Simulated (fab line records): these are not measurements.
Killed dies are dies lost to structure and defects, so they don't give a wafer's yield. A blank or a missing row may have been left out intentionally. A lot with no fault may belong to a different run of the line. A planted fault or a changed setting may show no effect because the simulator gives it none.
Which tool did it? :: flow nand harc :: Sampling: 10 lots, 30 wafers, 6 of 1302 route steps

== WHAT EACH GAUGE READ, for each wafer ==
NHARC_END_SORT_01.
lot: L548
measured: day 32 04:17
on: prober-01
killed at array: 41 51 36

== WHAT TOOL EACH LOT RAN ON (gives the tool, then ch and the chambers of the sampled wafers, and finally the start) ==
lot: L532
NHARC_A_CHANNEL_HOLE_D2_ETCH_39: rie diel-03 ch 0,2,3, day 13 07:22 or earlier
NHARC_A_CHANNEL_HOLE_D2_ETCH_20: har etch-01 ch 0,1, day 13 07:22
NHARC_A_CHANNEL_HOLE_D2_ETCH_27: har etch-01 ch 0,1, day 13 11:16
NHARC_A_CHANNEL_HOLE_D2_ETCH_44: rie diel-03 ch 0,2,3, day 13 12:00
NHARC_A_CHANNEL_HOLE_D2_XSEM_32: xsem-02 ch 0, day 13 12:53

lot: L533
NHARC_A_CHANNEL_HOLE_D2_ETCH_39: rie diel-03 ch 1,2,3, day 13 15:43 or earlier
NHARC_A_CHANNEL_HOLE_D2_ETCH_20: har etch-01 ch 0,1, day 13 15:43
NHARC_A_CHANNEL_HOLE_D2_ETCH_27: har etch-01 ch 0,1, day 13 19:35
NHARC_A_CHANNEL_HOLE_D2_ETCH_44: rie diel-03 ch 0,1,3, day 13 20:20
NHARC_A_CHANNEL_HOLE_D2_XSEM_32: xsem-01 ch 0, day 13 21:13

lot: L537
NHARC_A_CHANNEL_HOLE_D2_ETCH_39: rie diel-07 ch 1,2,3, day 15 06:37 or earlier
NHARC_A_CHANNEL_HOLE_D2_ETCH_20: har etch-01 ch 0,1, day 15 06:37
NHARC_A_CHANNEL_HOLE_D2_ETCH_27: har etch-01 ch 0,1, day 15 10:25
NHARC_A_CHANNEL_HOLE_D2_ETCH_44: rie diel-05 ch 2,3, day 15 11:06
NHARC_A_CHANNEL_HOLE_D2_XSEM_32: xsem-02 ch 0, day 15 11:59

lot: L536
NHARC_A_CHANNEL_HOLE_D2_ETCH_39: rie diel-03 ch 2,3, day 15 07:06 or earlier
NHARC_A_CHANNEL_HOLE_D2_ETCH_20: har etch-02 ch 1, day 15 07:06
NHARC_A_CHANNEL_HOLE_D2_ETCH_27: har etch-02 ch 1, day 15 10:58
NHARC_A_CHANNEL_HOLE_D2_ETCH_44: rie diel-03 ch 0,1,2, day 15 11:43
NHARC_A_CHANNEL_HOLE_D2_XSEM_32: xsem-01 ch 0, day 15 12:35

lot: L541
NHARC_A_CHANNEL_HOLE_D2_ETCH_39: rie diel-07 ch 1,2, day 17 01:16 or earlier
NHARC_A_CHANNEL_HOLE_D2_ETCH_20: har etch-01 ch 1, day 17 01:16
NHARC_A_CHANNEL_HOLE_D2_ETCH_27: har etch-01 ch 1, day 17 05:10
NHARC_A_CHANNEL_HOLE_D2_ETCH_44: rie diel-05 ch 0,1, day 17 05:54
NHARC_A_CHANNEL_HOLE_D2_XSEM_32: xsem-01 ch 0, day 17 06:47

lot: L542
NHARC_A_CHANNEL_HOLE_D2_ETCH_39: rie diel-03 ch 0,1,2, day 17 05:31 or earlier
NHARC_A_CHANNEL_HOLE_D2_ETCH_20: har etch-01 ch 0,1, day 17 05:31
NHARC_A_CHANNEL_HOLE_D2_ETCH_27: har etch-01 ch 0,1, day 17 09:21
NHARC_A_CHANNEL_HOLE_D2_ETCH_44: rie diel-03 ch 0,1,2, day 17 10:04
NHARC_A_CHANNEL_HOLE_D2_XSEM_32: xsem-02 ch 0, day 17 10:57

lot: L548
NHARC_A_CHANNEL_HOLE_D2_ETCH_39: rie diel-05 ch 1,2,3, day 20 13:57 or earlier
NHARC_A_CHANNEL_HOLE_D2_ETCH_20: har etch-01 ch 0,1, day 20 13:57
NHARC_A_CHANNEL_HOLE_D2_ETCH_27: har etch-01 ch 0,1, day 20 17:44
NHARC_A_CHANNEL_HOLE_D2_ETCH_44: rie diel-03 ch 2,3, day 20 18:23
NHARC_A_CHANNEL_HOLE_D2_XSEM_32: xsem-02 ch 0, day 20 19:17

lot: L551
NHARC_A_CHANNEL_HOLE_D2_ETCH_39: rie diel-05 ch 0,3, day 21 09:11 or earlier
NHARC_A_CHANNEL_HOLE_D2_ETCH_20: har etch-02 ch 0,1, day 21 09:11
NHARC_A_CHANNEL_HOLE_D2_ETCH_27: har etch-02 ch 0,1, day 21 12:59
NHARC_A_CHANNEL_HOLE_D2_ETCH_44: rie diel-03 ch 0,1,3, day 21 13:41
NHARC_A_CHANNEL_HOLE_D2_XSEM_32: xsem-01 ch 0, day 21 14:41

lot: L555
NHARC_A_CHANNEL_HOLE_D2_ETCH_39: rie diel-03 ch 0,1,2, day 22 05:22 or earlier
NHARC_A_CHANNEL_HOLE_D2_ETCH_20: har etch-01 ch 0,1, day 22 05:22
NHARC_A_CHANNEL_HOLE_D2_ETCH_27: har etch-01 ch 0,1, day 22 09:13
NHARC_A_CHANNEL_HOLE_D2_ETCH_44: rie diel-03 ch 0,1,3, day 22 09:59
NHARC_A_CHANNEL_HOLE_D2_XSEM_32: xsem-01 ch 0, day 22 11:00

lot: L553
NHARC_A_CHANNEL_HOLE_D2_ETCH_39: rie diel-07 ch 0,1,3, day 22 09:34 or earlier
NHARC_A_CHANNEL_HOLE_D2_ETCH_20: har etch-01 ch 0,1, day 22 09:34
NHARC_A_CHANNEL_HOLE_D2_ETCH_27: har etch-01 ch 0,1, day 22 13:25
NHARC_A_CHANNEL_HOLE_D2_ETCH_44: rie diel-03 ch 0,1,2, day 22 14:09
NHARC_A_CHANNEL_HOLE_D2_XSEM_32: xsem-01 ch 0, day 22 15:01
- NHARC_A_CHANNEL_HOLE_D2_ETCH_39: etches the open film in N2/H2, target depth 260 nm, time 325 s.
- NHARC_A_CHANNEL_HOLE_D2_ETCH_20: etches the open film in C4F8/O2/Ar, time 361.9 s, target depth 1600 nm.
- NHARC_A_CHANNEL_HOLE_D2_ETCH_27: etches the open film in C4F8/O2/Ar, time 90 s, target depth 400 nm.
- NHARC_A_CHANNEL_HOLE_D2_ETCH_44: etches the open film in CF4/O2, target depth 140 nm, overetch 14 nm, time 77 s.
- NHARC_A_CHANNEL_HOLE_D2_XSEM_32

== THE ANSWER, worked out from the rows above alone ==
Rule: what is usual is taken from the lots themselves. Put in order of their means at a reading, lots are off if they are a third of the lots or fewer, leave a main group of 4 or more, and stand apart from it by a gap of 3 or more times the standard deviation of the main group's means; of several such gaps the widest counts. If all means in a main group match to the digits the tables above print for the reading, that group is not used. A lot without any number at a reading at which 4 lots or more have one is off too. The other lots that the step has rows for count as sound.
None of the lots is off at any reading shown; this tells nothing.

== WHAT THE SIMULATOR HAD PUT IN ==
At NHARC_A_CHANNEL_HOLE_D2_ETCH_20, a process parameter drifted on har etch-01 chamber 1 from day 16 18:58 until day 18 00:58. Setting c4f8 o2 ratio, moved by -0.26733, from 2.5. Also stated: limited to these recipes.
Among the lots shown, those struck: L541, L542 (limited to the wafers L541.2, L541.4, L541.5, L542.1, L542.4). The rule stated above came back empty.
